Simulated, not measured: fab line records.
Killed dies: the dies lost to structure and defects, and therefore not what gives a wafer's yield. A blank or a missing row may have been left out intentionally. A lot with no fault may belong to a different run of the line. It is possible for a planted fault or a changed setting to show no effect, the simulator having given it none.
Which tool was responsible? + flow n5 finfet + 12 lots, 36 wafers sampled, at 3 steps of a route of 1938

WHAT EACH GAUGE READ, for each wafer
N5_BEOL_M15_OVL_MEAS_29.
| lot  | measured     | on         | M15_OVL (nm) |
|------|--------------|------------|--------------|
| L076 | day 12 09:44 | overlay-02 | -6 -4 -1     |
| L077 | day 13 05:46 | overlay-01 | -5 6 3       |
| L079 | day 13 14:49 | overlay-01 | 2 -5 -4      |
| L082 | day 14 03:52 | overlay-01 | 0 -4 3       |
| L083 | day 14 06:08 | overlay-01 | 2 8 7        |
| L085 | day 14 19:49 | overlay-01 | 7 7 -7       |
| L086 | day 15 05:46 | overlay-01 | 1 7 5        |
| L090 | day 15 20:20 | overlay-01 | 6 1 10       |
| L092 | day 16 10:45 | overlay-01 | -5 -2 0      |
| L091 | day 17 03:38 | overlay-01 | -2 -10 -7    |
| L094 | day 17 08:27 | overlay-02 | -5 -13 -3    |
| L097 | day 18 00:00 | overlay-01 | -12 -5 -13   |

WHICH TOOL RAN EACH LOT (tool, then ch and the chambers of the sampled wafers, then the start)
| lot  | N5_BEOL_M14_DEGAS_41         | N5_BEOL_M15_ETCH_59                |
|------|------------------------------|------------------------------------|
| L076 | pvd sputter-02, day 12 06:13 | rie diel-03 ch 1,2,3, day 12 08:22 |
| L077 | pvd sputter-03, day 13 01:40 | rie diel-03 ch 0,2,3, day 13 04:17 |
| L079 | pvd sputter-02, day 13 10:36 | rie diel-04 ch 1,3, day 13 13:17   |
| L082 | pvd sputter-02, day 14 00:18 | rie diel-03 ch 1,3, day 14 02:22   |
| L083 | pvd sputter-03, day 14 02:32 | rie diel-04 ch 0,1, day 14 04:46   |
| L085 | pvd sputter-03, day 14 15:50 | rie diel-04 ch 0,1,2, day 14 18:10 |
| L086 | pvd sputter-02, day 15 01:55 | rie diel-03 ch 0,1, day 15 04:08   |
| L090 | pvd sputter-02, day 15 15:37 | rie diel-04 ch 0,2,3, day 15 18:26 |
| L092 | pvd sputter-03, day 16 06:33 | rie diel-06 ch 0,1,3, day 16 09:15 |
| L091 | pvd sputter-02, day 17 00:01 | rie diel-03 ch 0,1, day 17 02:09   |
| L094 | pvd sputter-02, day 17 04:13 | rie diel-03 ch 0,3, day 17 06:47   |
| L097 | pvd sputter-01, day 17 20:28 | rie diel-06 ch 0,1, day 17 22:31   |
- N5_BEOL_M14_DEGAS_41: time 60 s.
- N5_BEOL_M15_ETCH_59: etches BARC in N2/H2, target depth 89 nm, overetch 26.7 nm, time 67.9 s.

THE ANSWER, worked out from the rows above alone
Rule: the usual values come from the lots themselves. The widest of any qualifying gaps counts: lots, ordered by their means at a reading, are off when they make up no more than a third of the lots, leave a main group of 4 or more, and stand apart from it by 3 or more times the standard deviation of that group's means. The tables above print the reading to a certain number of digits; a main group whose means all agree to those digits is not used. Also off: a lot with no number at a reading for which 4 or more lots have one. Any other lot the step has rows for is counted as sound.
Across all readings shown, no lot is off: no conclusion can be drawn from this.

WHAT THE SIMULATOR HAD INSERTED
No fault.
